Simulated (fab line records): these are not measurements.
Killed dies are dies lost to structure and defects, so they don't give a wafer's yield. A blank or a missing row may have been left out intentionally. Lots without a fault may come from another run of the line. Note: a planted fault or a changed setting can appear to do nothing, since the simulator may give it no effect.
Matching of chambers    flow n5 finfet    N5_BEOL_M8_ILD_DEP_00 on pecvd-03: 3 sister chambers
The step deposits SiCOH lowk from DEMS/porogen, target thk 179.75 nm, time 33.4 s. 3 wafers are shown with their chamber, then 7 later ones without.

## WAFERS WITH THEIR CHAMBER
wafer   chamber  throttle valve pct (%)
L085.4  0        12.4
L088.1  2        14.2
L088.3  1        14.0

## WAFERS MISSING THEIR CHAMBER
wafer   throttle valve pct (%)
L088.4  14.1
L092.1  12.4
L092.2  13.9
L092.3  13.9
L096.2  14.3
L096.4  12.4
L096.6  14.1

## WHICH CHAMBER EACH WENT THROUGH
wafer    from the rows above       in truth
L088.4   can't be placed: 1 or 2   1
L092.1   0                         0
L092.2   1                         1
L092.3   1                         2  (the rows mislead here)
L096.2   2                         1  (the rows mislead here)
L096.4   0                         0
L096.6   can't be placed: 1 or 2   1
Placed correctly: 3 of 7. Cannot be placed on the basis of these rows: 2; the candidates contain the true chamber in 2. Wrongly placed: 2.
How it was worked out, from the rows above alone: a wafer's distance from a chamber is the root of the sum, over the readings, of the square of ((its reading less the chamber's mean) divided by the reading's scatter). The wafer belongs to the nearest chamber; if the next one is less than 2 further off, it can't be placed. The mean given for a chamber averages the wafers shown for that chamber. The scatter (one wafer shown for each chamber): square how far every hidden wafer sits from the nearest shown wafer, average those squares and take the square root.
